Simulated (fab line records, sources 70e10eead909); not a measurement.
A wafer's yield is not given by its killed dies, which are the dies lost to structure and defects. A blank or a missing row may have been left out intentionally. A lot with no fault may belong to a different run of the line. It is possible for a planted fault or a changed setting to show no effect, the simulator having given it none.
Which tool did it? -- flow nand-harc -- 13 lots with 39 wafers sampled at 6 steps, on a route of 1302 steps

## WHAT EACH GAUGE READ, for each wafer
NHARC_P_M0_INSPECT_27.
lot,measured,on,raw-defect-count
L213,day 6 08:23,defect-inspect-02,887 407 347
L215,day 7 01:52,defect-inspect-02,215 184 296
L216,day 7 13:22,defect-inspect-01,354 189 248
L217,day 7 14:28,defect-inspect-02,143 212 315
L220,day 9 13:47,defect-inspect-02,386 311 539
L221,day 9 22:34,defect-inspect-02,253 251 268
L222,day 10 00:10,defect-inspect-02,282 289 405
L226,day 11 11:50,defect-inspect-01,208 275 290
L227,day 12 03:59,defect-inspect-01,165 155 194
L229,day 13 01:43,defect-inspect-01,296 294 343
L232,day 13 23:25,defect-inspect-01,240 487 567
L234,day 14 18:52,defect-inspect-01,274 340 388
L236,day 15 17:36,defect-inspect-01,342 233 209

NHARC_P_M1_CD_MEAS_09 targets a cd of 130 nm.
lot,measured,on,cd-nm (nm)
L213,day 6 09:41,cd-sem-03,128.6 128.6 128.8
L215,day 7 03:08,cd-sem-01,129.3 128.6 129.1
L216,day 7 14:44,cd-sem-02,129.4 129.9 130.2
L217,day 7 15:52,cd-sem-02,128.9 129.4 129.8
L220,day 9 15:11,cd-sem-02,130.0 129.5 128.9
L221,day 9 23:58,cd-sem-03,129.0 129.0 128.9
L222,day 10 01:34,cd-sem-03,129.8 130.2 130.2
L226,day 11 13:07,cd-sem-02,143.6 144.1 143.9
L227,day 12 05:26,cd-sem-01,141.3 141.5 141.0
L229,day 13 02:59,cd-sem-03,139.1 139.5 139.4
L232,day 14 00:49,cd-sem-03,138.0 138.0 138.0
L234,day 14 20:16,cd-sem-02,129.8 130.0 129.7
L236,day 15 18:59,cd-sem-01,130.3 130.0 129.8

NHARC_END_SORT_01.
lot,measured,on,defect-limited-yield (%),killed-at-array,killed-at-other,killed-at-periphery,killed-dies,killed-open,killed-short
L216,day 25 20:01,prober-02,90.3 88.5 89.8,64 74 62,0 2 0,2 2 7,66 78 69,3 1 1,2 5 3

## EACH LOT AND THE TOOL THAT RAN IT (in order: tool; ch and the chambers of the sampled wafers; start)
lot,NHARC_P_M0_PVD_20,NHARC_P_M1_EXPOSE_06,NHARC_P_M1_DEGAS_29
L213,"pvd-sputter-02, day 6 08:23 or earlier","arfi-scanner-03 ch 0, day 6 09:32","pvd-sputter-01, day 6 10:53"
L215,"pvd-sputter-01, day 7 01:52 or earlier","arfi-scanner-02 ch 0, day 7 02:59","pvd-sputter-01, day 7 04:20"
L216,"pvd-sputter-03, day 7 13:22 or earlier","arfi-scanner-03 ch 0, day 7 14:36","pvd-sputter-02, day 7 15:57"
L217,"pvd-sputter-02, day 7 14:28 or earlier","arfi-scanner-01 ch 0, day 7 15:44","pvd-sputter-01, day 7 17:04"
L220,"pvd-sputter-03, day 9 12:13","arfi-scanner-03 ch 0, day 9 15:03","pvd-sputter-02, day 9 16:23"
L221,"pvd-sputter-01, day 9 22:34 or earlier","arfi-scanner-01 ch 0, day 9 23:49","pvd-sputter-01, day 10 01:10"
L222,"pvd-sputter-01, day 10 00:10 or earlier","arfi-scanner-02 ch 0, day 10 01:25","pvd-sputter-03, day 10 02:46"
L226,"pvd-sputter-01, day 11 11:50 or earlier","arfi-scanner-03 ch 0, day 11 12:58","pvd-sputter-03, day 11 14:23"
L227,"pvd-sputter-02, day 12 03:59 or earlier","arfi-scanner-03 ch 0, day 12 05:17","pvd-sputter-02, day 12 06:43"
L229,"pvd-sputter-03, day 13 01:43 or earlier","arfi-scanner-03 ch 0, day 13 02:52","pvd-sputter-03, day 13 04:13"
L232,"pvd-sputter-03, day 13 23:25 or earlier","arfi-scanner-03 ch 0, day 14 00:40","pvd-sputter-01, day 14 02:13"
L234,"pvd-sputter-03, day 14 18:52 or earlier","arfi-scanner-02 ch 0, day 14 20:08","pvd-sputter-02, day 14 21:34"
L236,"pvd-sputter-01, day 15 17:36 or earlier","arfi-scanner-02 ch 0, day 15 18:50","pvd-sputter-02, day 15 20:14"
- NHARC_P_M0_PVD_20: deposits TaN, target thk 5 nm, time 8.06 s.
- NHARC_P_M1_EXPOSE_06: exposes mask P M1, target cd 130 nm.
- NHARC_P_M1_DEGAS_29: time 60 s.

## AS READ BY THE TOOLS THEMSELVES (means over the sampled wafers that have a number; for cases with no such wafer, the mark the record gives instead)
NHARC_P_M0_PVD_20.
lot,tool,chamber-pressure-pa (Pa),throttle-valve-pct (%)
L213,pvd-sputter-02,0.12006,30.8
L215,pvd-sputter-01,0.12014,30.5
L216,pvd-sputter-03,0.12010,30.1
L217,pvd-sputter-02,0.11981,30.4
L220,pvd-sputter-03,0.11983,29.4
L221,pvd-sputter-01,0.12013,30.0
L222,pvd-sputter-01,0.11995,30.1
L226,pvd-sputter-01,0.12002,29.9
L227,pvd-sputter-02,0.12017,31.1
L229,pvd-sputter-03,0.12013,29.1
L232,pvd-sputter-03,0.11990,29.3
L234,pvd-sputter-03,0.12007,29.4
L236,pvd-sputter-01,0.12007,29.8

NHARC_P_M1_EXPOSE_06.
lot,tool,exposure-dose-mJ-cm2
L213,arfi-scanner-03,81.91
L215,arfi-scanner-02,81.90
L216,arfi-scanner-03,81.95
L217,arfi-scanner-01,81.86
L220,arfi-scanner-03,81.88
L221,arfi-scanner-01,81.91
L222,arfi-scanner-02,81.89
L226,arfi-scanner-03,102.27
L227,arfi-scanner-03,98.16
L229,arfi-scanner-03,95.00
L232,arfi-scanner-03,94.18
L234,arfi-scanner-02,81.89
L236,arfi-scanner-02,81.75

NHARC_P_M1_DEGAS_29.
lot,tool,heater-power-w (W),susceptor-temp-C (C)
L213,pvd-sputter-01,335,249.97
L215,pvd-sputter-01,320,250.09
L216,pvd-sputter-02,356,249.99
L217,pvd-sputter-01,343,-
L220,pvd-sputter-02,310,249.95
L221,pvd-sputter-01,317,250.00
L222,pvd-sputter-03,324,250.21
L226,pvd-sputter-03,322,250.04
L227,pvd-sputter-02,311,250.15
L229,pvd-sputter-03,316,250.07
L232,pvd-sputter-01,345,250.09
L234,pvd-sputter-02,323,-
L236,pvd-sputter-02,352,250.08

## THE ANSWER, worked out from the rows above alone
Rule: usual is defined by the lots themselves. Put in order of their means at a reading, lots are off if they are a third of the lots or fewer, leave a main group of 4 or more, and stand apart from it by a gap of 3 or more times the standard deviation of the main group's means; of several such gaps the widest counts. The tables above print the reading to a certain number of digits; a main group whose means all agree to those digits is not used. Also off: a lot with no number at a reading for which 4 or more lots have one. All remaining lots with rows at the step are treated as sound. First the gauges in route order, then the tools' own readings, where a lot's mean is used as printed above. The first step at which some lot is off is used, and at that step the reading that is off furthest; a lot without a number counts as furthest.
Off: L226, L227, L229, L232 (NHARC_P_M1_CD_MEAS_09, cd-nm). Main group: mean 129.5 nm, sd 0.48.
If a tool, at a process step before that reading, ran all the lots that are off and no sound lot after the first of them, it fits. Not tried: the gauges at NHARC_P_M1_CD_MEAS_09; whatever is off there is also off at NHARC_P_M1_EXPOSE_06, on other tools, and gauge error can't account for it. NHARC_P_M0_PVD_20 gives no start for some lots, so the hours and the order of its lots are those of NHARC_P_M0_INSPECT_27. One fits: arfi-scanner-03 at NHARC_P_M1_EXPOSE_06. Its last sound lot is L220 (day 9 15:03), its first lot that is off L226 (day 11 12:58): a fault that began between those two fits.
The tool's own readings at NHARC_P_M1_EXPOSE_06 bear it out: on the lots that are off they differ by more than 5 times the standard deviation of the sound lots' means. exposure-dose-mJ-cm2 reads 97.40 there against 81.88 on the sound lots.

## WHAT HAD BEEN PUT IN BY THE SIMULATOR
Process parameter drift: arfi-scanner-03, from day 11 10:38 on, at NHARC_P_M1_EXPOSE_06. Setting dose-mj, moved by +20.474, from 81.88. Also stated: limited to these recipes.
Lots struck among those shown: L226, L227, L229, L232. The rule above reached the same finding.
